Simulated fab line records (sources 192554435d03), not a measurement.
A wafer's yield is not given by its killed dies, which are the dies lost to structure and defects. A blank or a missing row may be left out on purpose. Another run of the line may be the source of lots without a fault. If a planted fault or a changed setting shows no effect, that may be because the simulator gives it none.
Lot-split experiment || flow n5_finfet || 7 lots, 21 wafers read, on a route of 1938 steps

THE SPLIT ITSELF
At N5_BEOL_M0_ETCH_138 (etches SiCN in CH3F/O2, target depth 12 nm, time 31.6 s), the setting source_w was moved away from the recipe's 395 W on 9 of the 21 wafers read, by -15.3% to +6.4%. The other wafers ran this setting at the recipe's value.

The split's own step is where the reading is taken.

THE READING
rf_vpp_V, in V, at N5_BEOL_M0_ETCH_138 (etches SiCN in CH3F/O2, target depth 12 nm, time 31.6 s). Typical for fault-free wafers on this fab line: 297.6 V, with standard deviation 1.5 V.

{"wafer": "L077.1", "tool, chamber at the split": "rie_diel-03, 0", "source_w as run, W": 395, "against the recipe": "recipe", "rf_vpp_V, V": 297.6, "against lot-mates on the recipe": "-"}
{"wafer": "L077.2", "tool, chamber at the split": "rie_diel-03, 3", "source_w as run, W": 372.5, "against the recipe": "-5.7%", "rf_vpp_V, V": 302.1, "against lot-mates on the recipe": "+4.5"}
{"wafer": "L077.6", "tool, chamber at the split": "rie_diel-03, 2", "source_w as run, W": 372.5, "against the recipe": "-5.7%", "rf_vpp_V, V": 305.1, "against lot-mates on the recipe": "+7.5"}
{"wafer": "L080.1", "tool, chamber at the split": "rie_diel-06, 2", "source_w as run, W": 420.3, "against the recipe": "+6.4%", "rf_vpp_V, V": 291.3, "against lot-mates on the recipe": "no lot-mate on the recipe"}
{"wafer": "L080.3", "tool, chamber at the split": "rie_diel-06, 1", "source_w as run, W": 420.3, "against the recipe": "+6.4%", "rf_vpp_V, V": 292.6, "against lot-mates on the recipe": "no lot-mate on the recipe"}
{"wafer": "L080.4", "tool, chamber at the split": "rie_diel-06, 0", "source_w as run, W": 420.3, "against the recipe": "+6.4%", "rf_vpp_V, V": 290.6, "against lot-mates on the recipe": "no lot-mate on the recipe"}
{"wafer": "L081.1", "tool, chamber at the split": "rie_diel-03, 0", "source_w as run, W": 345.5, "against the recipe": "-12.5%", "rf_vpp_V, V": 311.3, "against lot-mates on the recipe": "+11.7"}
{"wafer": "L081.4", "tool, chamber at the split": "rie_diel-03, 1", "source_w as run, W": 345.5, "against the recipe": "-12.5%", "rf_vpp_V, V": 312.2, "against lot-mates on the recipe": "+12.6"}
{"wafer": "L081.6", "tool, chamber at the split": "rie_diel-03, 0", "source_w as run, W": 395, "against the recipe": "recipe", "rf_vpp_V, V": 299.6, "against lot-mates on the recipe": "-"}
{"wafer": "L086.1", "tool, chamber at the split": "rie_diel-01, 0", "source_w as run, W": 395, "against the recipe": "recipe", "rf_vpp_V, V": 295.9, "against lot-mates on the recipe": "-"}
{"wafer": "L086.3", "tool, chamber at the split": "rie_diel-01, 3", "source_w as run, W": 395, "against the recipe": "recipe", "rf_vpp_V, V": 297.8, "against lot-mates on the recipe": "-"}
{"wafer": "L086.5", "tool, chamber at the split": "rie_diel-01, 2", "source_w as run, W": 395, "against the recipe": "recipe", "rf_vpp_V, V": 298.8, "against lot-mates on the recipe": "-"}
{"wafer": "L090.2", "tool, chamber at the split": "rie_diel-06, 1", "source_w as run, W": 395, "against the recipe": "recipe", "rf_vpp_V, V": 296.8, "against lot-mates on the recipe": "-"}
{"wafer": "L090.3", "tool, chamber at the split": "rie_diel-06, 0", "source_w as run, W": 371.5, "against the recipe": "-5.9%", "rf_vpp_V, V": 303.8, "against lot-mates on the recipe": "+6.2"}
{"wafer": "L090.5", "tool, chamber at the split": "rie_diel-06, 0", "source_w as run, W": 395, "against the recipe": "recipe", "rf_vpp_V, V": 298.3, "against lot-mates on the recipe": "-"}
{"wafer": "L092.2", "tool, chamber at the split": "rie_diel-03, 1", "source_w as run, W": 395, "against the recipe": "recipe", "rf_vpp_V, V": 298.6, "against lot-mates on the recipe": "-"}
{"wafer": "L092.4", "tool, chamber at the split": "rie_diel-03, 3", "source_w as run, W": 334.5, "against the recipe": "-15.3%", "rf_vpp_V, V": 311.6, "against lot-mates on the recipe": "+13.1"}
{"wafer": "L092.6", "tool, chamber at the split": "rie_diel-03, 0", "source_w as run, W": 395, "against the recipe": "recipe", "rf_vpp_V, V": 298.5, "against lot-mates on the recipe": "-"}
{"wafer": "L096.1", "tool, chamber at the split": "rie_diel-06, 0", "source_w as run, W": 395, "against the recipe": "recipe", "rf_vpp_V, V": 297.0, "against lot-mates on the recipe": "-"}
{"wafer": "L096.2", "tool, chamber at the split": "rie_diel-06, 1", "source_w as run, W": 395, "against the recipe": "recipe", "rf_vpp_V, V": 296.0, "against lot-mates on the recipe": "-"}
{"wafer": "L096.6", "tool, chamber at the split": "rie_diel-06, 3", "source_w as run, W": 395, "against the recipe": "recipe", "rf_vpp_V, V": 297.8, "against lot-mates on the recipe": "-"}

FIT RESULTS
A straight line over all 21 wafers: rf_vpp_V changes by -1.01 V for each +1% of source_w; r = -0.98; the points scatter about the line by 1.2 V.
The same after taking each lot's own level away (the mean of its wafers on the recipe; 18 wafers): -0.931 V for each +1%; r = -0.98; scatter 0.98 V.
On that fit, the largest move of source_w shifts the reading by 14 V.
The span of the lots' own levels, 296.93 to 299.60 V, comes to 1.8 times the standard deviation stated above.
The two slopes agree, so the slope changes little with the lot-to-lot level.
Check: +15.1 V against its lot-mates is what the line predicts for one of the wafers moved furthest among these (-15.3%) when that wafer is left out of the fit. Against them it came out at +13.1 V.
Tool readings at the split's step, against how far the setting was moved: rf_vpp_V r = -0.98.

THE OTHER SPLITS THESE WAFERS WENT THROUGH
Note: prior to the reading, these wafers also went through further splits. Each is held against what the fit with the lots' levels taken away leaves over:
{"other split on the same wafers": "N5_BEOL_M0_SAQP_EXPOSE_37 dose_mj", "wafers away from the commonest value": 7, "r with rf_vpp_V (lot level and that fit taken away)": -0.26}

FILE'S OWN FIT
rf_vpp_V changes by -0.919 V for each +1% of source_w, r = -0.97.
